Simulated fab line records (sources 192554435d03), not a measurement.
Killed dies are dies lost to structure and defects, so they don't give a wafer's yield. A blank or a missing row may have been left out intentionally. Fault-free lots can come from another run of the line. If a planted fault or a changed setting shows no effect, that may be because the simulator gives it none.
What tool caused it? :: flow n5-finfet :: 24 wafers from 8 lots sampled at 9 of the route's 1938 steps

WHAT THE GAUGES READ, wafer by wafer
N5_PMOS_HMC_CHANNEL_EPI_INSPECT_30: inspects for defects (darkfield).
lot: L602
measured: day 1 20:18
on: defect-inspect-01
raw-defect-count: 19 29 16

lot: L605
measured: day 2 14:02
on: defect-inspect-02
raw-defect-count: 10 12 14

lot: L606
measured: day 2 20:56
on: defect-inspect-01
raw-defect-count: 28 12 18

lot: L610
measured: day 3 21:50
on: defect-inspect-02
raw-defect-count: 14 30 18

lot: L614
measured: day 4 21:46
on: defect-inspect-01
raw-defect-count: 26 14 19

lot: L620
measured: day 6 08:31
on: defect-inspect-02
raw-defect-count: 311 20 16

lot: L624
measured: day 7 08:36
on: defect-inspect-01
raw-defect-count: 21 30 9

lot: L625
measured: day 7 14:17
on: defect-inspect-01
raw-defect-count: 15 21 8

N5_FIN_SAQP_INSPECT_40: inspects for defects (brightfield).
lot: L602
measured: day 2 02:15
on: defect-inspect-01
raw-defect-count: 275 218 280

lot: L605
measured: day 2 20:08
on: defect-inspect-01
raw-defect-count: 117 269 229

lot: L606
measured: day 3 02:44
on: defect-inspect-02
raw-defect-count: 300 176 299

lot: L610
measured: day 4 05:17
on: defect-inspect-02
raw-defect-count: 285 284 229

lot: L614
measured: day 5 06:51
on: defect-inspect-02
raw-defect-count: 447 358 364

lot: L620
measured: day 6 15:17
on: defect-inspect-01
raw-defect-count: 509 294 239

lot: L624
measured: day 7 15:22
on: defect-inspect-02
raw-defect-count: 187 191 201

lot: L625
measured: day 7 20:21
on: defect-inspect-01
raw-defect-count: 274 276 464

N5_FIN_CUT_INSPECT_10: inspects for defects (brightfield).
lot: L602
measured: day 2 02:46
on: defect-inspect-02
raw-defect-count: 58 45 65

lot: L605
measured: day 2 20:39
on: defect-inspect-01
raw-defect-count: 15 40 42

lot: L606
measured: day 3 03:08
on: defect-inspect-01
raw-defect-count: 65 32 53

lot: L610
measured: day 4 05:48
on: defect-inspect-02
raw-defect-count: 55 45 49

lot: L614
measured: day 5 07:22
on: defect-inspect-02
raw-defect-count: 66 74 76

lot: L620
measured: day 6 15:41
on: defect-inspect-01
raw-defect-count: 338 49 41

lot: L624
measured: day 7 15:46
on: defect-inspect-01
raw-defect-count: 28 25 38

lot: L625
measured: day 8 01:23
on: defect-inspect-02
raw-defect-count: 46 55 97

N5_FIN_CUT_INSPECT_17: inspects for defects (brightfield).
lot: L602
measured: day 2 03:43
on: defect-inspect-02
raw-defect-count: 329 212 313

lot: L605
measured: day 2 21:41
on: defect-inspect-02
raw-defect-count: 135 302 250

lot: L606
measured: day 3 04:41
on: defect-inspect-01
raw-defect-count: 259 171 281

lot: L610
measured: day 4 06:44
on: defect-inspect-01
raw-defect-count: 285 289 217

lot: L614
measured: day 5 08:37
on: defect-inspect-02
raw-defect-count: 473 390 384

lot: L620
measured: day 6 16:39
on: defect-inspect-02
raw-defect-count: 520 332 259

lot: L624
measured: day 7 16:44
on: defect-inspect-02
raw-defect-count: 188 208 209

lot: L625
measured: day 8 02:23
on: defect-inspect-02
raw-defect-count: 295 322 499

N5_BEOL_M4_RC_MEAS_101.
lot: L602
measured: day 8 20:48
on: prober-02
DIBL_N (mV/V): 35.8 36.6 36.6
DIBL_P (mV/V): 37.4 37.3 37.5
IOFF_N (nA/um): 0.150 0.153 0.164
IOFF_P (nA/um): 0.20 0.20 0.21
ION_N (uA/um): 673 659 671
ION_P (uA/um): 460 447 459
SS_N (mV/dec): 71.2 71.3 71.5
SS_P (mV/dec): 73.4 73.6 73.1
VT_N (mV): 248 251 251
VT_P (mV): -251 -252 -254

lot: L605
measured: day 9 17:08
on: prober-02
DIBL_N (mV/V): 38.1 39.7 37.4
DIBL_P (mV/V): 36.5 38.4 35.3
IOFF_N (nA/um): 0.204 0.260 0.191
IOFF_P (nA/um): 0.25 0.31 0.24
ION_N (uA/um): 697 698 683
ION_P (uA/um): 472 477 469
SS_N (mV/dec): 72.2 72.9 72.1
SS_P (mV/dec): 73.0 73.5 73.2
VT_N (mV): 248 243 247
VT_P (mV): -247 -241 -247

lot: L606
measured: day 9 19:52
on: prober-01
DIBL_N (mV/V): 37.4 34.0 35.3
DIBL_P (mV/V): 39.1 34.9 35.5
IOFF_N (nA/um): 0.216 0.136 0.154
IOFF_P (nA/um): 0.26 0.20 0.19
ION_N (uA/um): 689 673 667
ION_P (uA/um): 473 460 454
SS_N (mV/dec): 71.9 70.8 71.1
SS_P (mV/dec): 73.9 73.1 73.5
VT_N (mV): 241 251 250
VT_P (mV): -246 -253 -253

lot: L610
measured: day 11 16:36
on: prober-01
DIBL_N (mV/V): 35.4 34.2 36.1
DIBL_P (mV/V): 35.6 34.4 38.2
IOFF_N (nA/um): 0.146 0.130 0.167
IOFF_P (nA/um): 0.17 0.15 0.20
ION_N (uA/um): 671 657 672
ION_P (uA/um): 458 442 455
SS_N (mV/dec): 71.8 72.3 72.0
SS_P (mV/dec): 72.9 72.1 73.4
VT_N (mV): 250 255 249
VT_P (mV): -255 -256 -251

lot: L614
measured: day 12 08:26
on: prober-01
DIBL_N (mV/V): 36.2 36.7 35.9
DIBL_P (mV/V): 35.0 34.4 33.1
IOFF_N (nA/um): 0.141 0.149 0.131
IOFF_P (nA/um): 0.21 0.19 0.19
ION_N (uA/um): 664 656 669
ION_P (uA/um): 462 459 460
SS_N (mV/dec): 71.5 71.7 70.6
SS_P (mV/dec): 73.0 72.9 72.8
VT_N (mV): 252 253 250
VT_P (mV): -249 -251 -251

lot: L620
measured: day 13 02:19
on: prober-01
DIBL_N (mV/V): 38.3 35.2 37.8
DIBL_P (mV/V): 39.3 37.0 40.3
IOFF_N (nA/um): 0.193 0.148 0.189
IOFF_P (nA/um): 0.27 0.23 0.29
ION_N (uA/um): 676 677 679
ION_P (uA/um): 464 467 473
SS_N (mV/dec): 72.3 70.9 72.2
SS_P (mV/dec): 73.4 73.4 74.0
VT_N (mV): 247 249 245
VT_P (mV): -246 -246 -243

lot: L624
measured: day 14 19:29
on: prober-01
DIBL_N (mV/V): 36.1 37.3 33.1
DIBL_P (mV/V): 37.1 39.1 34.9
IOFF_N (nA/um): 0.157 0.196 0.117
IOFF_P (nA/um): 0.22 0.26 0.19
ION_N (uA/um): 657 689 652
ION_P (uA/um): 458 472 460
SS_N (mV/dec): 71.7 71.7 70.8
SS_P (mV/dec): 73.4 73.6 72.5
VT_N (mV): 253 247 253
VT_P (mV): -250 -248 -250

lot: L625
measured: day 14 23:20
on: prober-02
DIBL_N (mV/V): 37.0 32.8 32.9
DIBL_P (mV/V): 37.7 33.8 34.5
IOFF_N (nA/um): 0.179 0.114 0.119
IOFF_P (nA/um): 0.27 0.20 0.23
ION_N (uA/um): 671 657 660
ION_P (uA/um): 468 466 464
SS_N (mV/dec): 72.1 70.8 70.8
SS_P (mV/dec): 73.9 72.3 73.0
VT_N (mV): 248 255 249
VT_P (mV): -245 -246 -247

WHICH TOOL RAN EACH LOT (tool, then ch and the chambers of the sampled wafers, then the start)
lot: L602
N5_PMOS_HMC_CHANNEL_EPI_ETCH_32: rie-diel-04 ch 0,1,2, day 1 17:24
N5_PMOS_HMC_CHANNEL_EPI_STRIP_33: rie-diel-04 ch 0,1,2, day 1 17:30
N5_PMOS_HMC_CHANNEL_EPI_PRECLEAN_37: wet-bench-03 ch 5,6,7, day 1 19:46
N5_FIN_SAQP_HM_DEP_03: pecvd-01 ch 0,1,2, day 1 20:50

lot: L605
N5_PMOS_HMC_CHANNEL_EPI_ETCH_32: rie-diel-05 ch 0,1, day 2 11:20
N5_PMOS_HMC_CHANNEL_EPI_STRIP_33: rie-diel-05 ch 0,1, day 2 11:26
N5_PMOS_HMC_CHANNEL_EPI_PRECLEAN_37: wet-bench-03 ch 3,4,7, day 2 13:35
N5_FIN_SAQP_HM_DEP_03: pecvd-03 ch 0,2, day 2 14:35

lot: L606
N5_PMOS_HMC_CHANNEL_EPI_ETCH_32: rie-diel-05 ch 0,1,2, day 2 17:59
N5_PMOS_HMC_CHANNEL_EPI_STRIP_33: rie-diel-05 ch 0,1,2, day 2 18:05
N5_PMOS_HMC_CHANNEL_EPI_PRECLEAN_37: wet-bench-03 ch 2,3,4, day 2 20:30
N5_FIN_SAQP_HM_DEP_03: pecvd-04 ch 0,1, day 2 21:35

lot: L610
N5_PMOS_HMC_CHANNEL_EPI_ETCH_32: rie-diel-02 ch 0,2,3, day 3 17:59
N5_PMOS_HMC_CHANNEL_EPI_STRIP_33: rie-diel-02 ch 0,2,3, day 3 18:05
N5_PMOS_HMC_CHANNEL_EPI_PRECLEAN_37: wet-bench-06 ch 3,4,5, day 3 21:17
N5_FIN_SAQP_HM_DEP_03: pecvd-03 ch 0,1,2, day 3 22:36

lot: L614
N5_PMOS_HMC_CHANNEL_EPI_ETCH_32: rie-diel-02 ch 1,2, day 4 17:20
N5_PMOS_HMC_CHANNEL_EPI_STRIP_33: rie-diel-02 ch 1,2, day 4 17:26
N5_PMOS_HMC_CHANNEL_EPI_PRECLEAN_37: wet-bench-06 ch 0,4,7, day 4 21:19
N5_FIN_SAQP_HM_DEP_03: pecvd-01 ch 0,2, day 4 23:02

lot: L620
N5_PMOS_HMC_CHANNEL_EPI_ETCH_32: rie-diel-05 ch 0,1, day 6 05:22
N5_PMOS_HMC_CHANNEL_EPI_STRIP_33: rie-diel-05 ch 0,1, day 6 05:27
N5_PMOS_HMC_CHANNEL_EPI_PRECLEAN_37: wet-bench-03 ch 0,1,2, day 6 08:04
N5_FIN_SAQP_HM_DEP_03: pecvd-03 ch 1,2, day 6 10:02

lot: L624
N5_PMOS_HMC_CHANNEL_EPI_ETCH_32: rie-diel-05 ch 0,2,3, day 7 05:54
N5_PMOS_HMC_CHANNEL_EPI_STRIP_33: rie-diel-05 ch 0,2,3, day 7 06:00
N5_PMOS_HMC_CHANNEL_EPI_PRECLEAN_37: wet-bench-05 ch 1,6,7, day 7 08:10
N5_FIN_SAQP_HM_DEP_03: pecvd-04 ch 0,1, day 7 09:19

lot: L625
N5_PMOS_HMC_CHANNEL_EPI_ETCH_32: rie-diel-05 ch 0,1,3, day 7 11:35
N5_PMOS_HMC_CHANNEL_EPI_STRIP_33: rie-diel-05 ch 0,1,3, day 7 11:41
N5_PMOS_HMC_CHANNEL_EPI_PRECLEAN_37: wet-bench-05 ch 0,2,7, day 7 13:50
N5_FIN_SAQP_HM_DEP_03: pecvd-04 ch 1,2, day 7 14:58
- N5_PMOS_HMC_CHANNEL_EPI_ETCH_32: etches BARC in N2/H2, stops on SiO2, target depth 85.8 nm, time 50.3 s.
- N5_PMOS_HMC_CHANNEL_EPI_STRIP_33: strips in N2/H2.
- N5_PMOS_HMC_CHANNEL_EPI_PRECLEAN_37: cleans in O3/DIW, time 45 s.
- N5_FIN_SAQP_HM_DEP_03: deposits SiNx from SiH4/NH3/N2, target thk 38 nm, time 33.6 s.

AS READ BY THE TOOLS THEMSELVES (means over the sampled wafers that have a number; for cases with no such wafer, the mark the record gives instead)
N5_PMOS_HMC_CHANNEL_EPI_ETCH_32.
lot: L602
tool: rie-diel-04
bias-w (W): 149.9
drypump-motor-current-A (A): 5.4
oes-product-au (a.u.): 0.61
rf-vpp-V (V): 521
showerhead-plenum-p-Torr (Torr): 2.45
throttle-valve-pct (%): 18.13

lot: L605
tool: rie-diel-05
bias-w (W): 150.3
drypump-motor-current-A (A): 5.7
oes-product-au (a.u.): 0.62
rf-vpp-V (V): 521
showerhead-plenum-p-Torr (Torr): 2.48
throttle-valve-pct (%): 18.20

lot: L606
tool: rie-diel-05
bias-w (W): 150.1
drypump-motor-current-A (A): 5.7
oes-product-au (a.u.): 0.66
rf-vpp-V (V): 523
showerhead-plenum-p-Torr (Torr): 2.49
throttle-valve-pct (%): 18.09

lot: L610
tool: rie-diel-02
bias-w (W): 150.0
drypump-motor-current-A (A): 5.7
oes-product-au (a.u.): 0.67
rf-vpp-V (V): 524
showerhead-plenum-p-Torr (Torr): 2.60
throttle-valve-pct (%): 18.11

lot: L614
tool: rie-diel-02
bias-w (W): 150.1
drypump-motor-current-A (A): 5.3
oes-product-au (a.u.): 0.64
rf-vpp-V (V): 524
showerhead-plenum-p-Torr (Torr): 2.57
throttle-valve-pct (%): 18.17

lot: L620
tool: rie-diel-05
bias-w (W): 149.7
drypump-motor-current-A (A): 5.7
oes-product-au (a.u.): 0.61
rf-vpp-V (V): 522
showerhead-plenum-p-Torr (Torr): 2.47
throttle-valve-pct (%): 18.24

lot: L624
tool: rie-diel-05
bias-w (W): 149.5
drypump-motor-current-A (A): 5.6
oes-product-au (a.u.): 0.68
rf-vpp-V (V): 524
showerhead-plenum-p-Torr (Torr): 2.54
throttle-valve-pct (%): 17.95

lot: L625
tool: rie-diel-05
bias-w (W): 150.0
drypump-motor-current-A (A): 5.9
oes-product-au (a.u.): 0.64
rf-vpp-V (V): 524
showerhead-plenum-p-Torr (Torr): 2.56
throttle-valve-pct (%): 18.08

N5_PMOS_HMC_CHANNEL_EPI_STRIP_33.
lot: L602
tool: rie-diel-04
bias-power-w (W): 7.998
drypump-motor-current-A (A): 5.4
oes-product-au (a.u.): 0.70
rf-vpp-V (V): 54.2
showerhead-plenum-p-Torr (Torr): 3.24
throttle-valve-pct (%): 19.0

lot: L605
tool: rie-diel-05
bias-power-w (W): 7.976
drypump-motor-current-A (A): 5.7
oes-product-au (a.u.): 0.73
rf-vpp-V (V): 53.9
showerhead-plenum-p-Torr (Torr): 3.28
throttle-valve-pct (%): 19.6

lot: L606
tool: rie-diel-05
bias-power-w (W): 7.999
drypump-motor-current-A (A): 5.7
oes-product-au (a.u.): 0.78
rf-vpp-V (V): 54.5
showerhead-plenum-p-Torr (Torr): 3.30
throttle-valve-pct (%): 19.3

lot: L610
tool: rie-diel-02
bias-power-w (W): 7.994
drypump-motor-current-A (A): 5.8
oes-product-au (a.u.): 0.79
rf-vpp-V (V): 55.2
showerhead-plenum-p-Torr (Torr): 3.42
throttle-valve-pct (%): 19.3

lot: L614
tool: rie-diel-02
bias-power-w (W): 7.998
drypump-motor-current-A (A): 5.4
oes-product-au (a.u.): 0.75
rf-vpp-V (V): 52.7
showerhead-plenum-p-Torr (Torr): 3.39
throttle-valve-pct (%): 19.4

lot: L620
tool: rie-diel-05
bias-power-w (W): 8.006
drypump-motor-current-A (A): 5.7
oes-product-au (a.u.): 0.71
rf-vpp-V (V): 52.9
showerhead-plenum-p-Torr (Torr): 3.27
throttle-valve-pct (%): 19.6

lot: L624
tool: rie-diel-05
bias-power-w (W): 7.986
drypump-motor-current-A (A): 5.6
oes-product-au (a.u.): 0.80
rf-vpp-V (V): 53.9
showerhead-plenum-p-Torr (Torr): 3.35
throttle-valve-pct (%): 19.1

lot: L625
tool: rie-diel-05
bias-power-w (W): 8.021
drypump-motor-current-A (A): 5.9
oes-product-au (a.u.): 0.76
rf-vpp-V (V): 54.3
showerhead-plenum-p-Torr (Torr): 3.38
throttle-valve-pct (%): 19.3

N5_FIN_SAQP_HM_DEP_03.
lot: L602
tool: pecvd-01
heater-power-w (W): 829
showerhead-plenum-p-Torr (Torr): 5.16
susceptor-temp-C (C): 399.93
throttle-valve-pct (%): 42.1

lot: L605
tool: pecvd-03
heater-power-w (W): 760
showerhead-plenum-p-Torr (Torr): 5.22
susceptor-temp-C (C): 399.79
throttle-valve-pct (%): 40.6

lot: L606
tool: pecvd-04
heater-power-w (W): 886
showerhead-plenum-p-Torr (Torr): 5.18
susceptor-temp-C (C): 399.88
throttle-valve-pct (%): 39.3

lot: L610
tool: pecvd-03
heater-power-w (W): 840
showerhead-plenum-p-Torr (Torr): 5.13
susceptor-temp-C (C): 400.15
throttle-valve-pct (%): 40.5

lot: L614
tool: pecvd-01
heater-power-w (W): 857
showerhead-plenum-p-Torr (Torr): 5.14
susceptor-temp-C (C): 399.93
throttle-valve-pct (%): 42.3

lot: L620
tool: pecvd-03
heater-power-w (W): 803
showerhead-plenum-p-Torr (Torr): 5.05
susceptor-temp-C (C): 399.85
throttle-valve-pct (%): 40.3

lot: L624
tool: pecvd-04
heater-power-w (W): 851
showerhead-plenum-p-Torr (Torr): 5.15
susceptor-temp-C (C): 400.14
throttle-valve-pct (%): 39.6

lot: L625
tool: pecvd-04
heater-power-w (W): 790
showerhead-plenum-p-Torr (Torr): 5.07
susceptor-temp-C (C): 399.92
throttle-valve-pct (%): 37.9

THE ANSWER, worked out from the rows above alone
Rule: the lots themselves supply what counts as usual. The widest of any qualifying gaps counts: lots, ordered by their means at a reading, are off when they make up no more than a third of the lots, leave a main group of 4 or more, and stand apart from it by 3 or more times the standard deviation of that group's means. A main group is skipped when, at the precision printed for the reading in the tables above, its means are all equal. Also off: a lot with no number at a reading for which 4 or more lots have one. All remaining lots with rows at the step are treated as sound. Order of review: gauges by route order, followed by the tools' own readings, for which a lot's mean as printed above is used. At the first step where some lot is off, the reading lying furthest off is the one used; lots without a number count as furthest.
Off at N5_PMOS_HMC_CHANNEL_EPI_INSPECT_30 (raw-defect-count): L620. The main group: mean 18, standard deviation 3.2.
A tool fits if, at a process step before that reading, it ran every lot that is off, and no sound lot after the first of them. The gauges at N5_PMOS_HMC_CHANNEL_EPI_INSPECT_30 aren't tried: what is off there is off at N5_FIN_CUT_INSPECT_10 too, on other tools, and a gauge's error can't cause that. One fits: N5_PMOS_HMC_CHANNEL_EPI_PRECLEAN_37 on wet-bench-03. Its last sound lot is L606 (day 2 20:30), its first lot that is off L620 (day 6 08:04): a fault that began between those two fits.

WHAT THE SIMULATOR HAD INSERTED
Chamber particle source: wet-bench-03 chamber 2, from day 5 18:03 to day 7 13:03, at N5_PMOS_HMC_CHANNEL_EPI_PRECLEAN_37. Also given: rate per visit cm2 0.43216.
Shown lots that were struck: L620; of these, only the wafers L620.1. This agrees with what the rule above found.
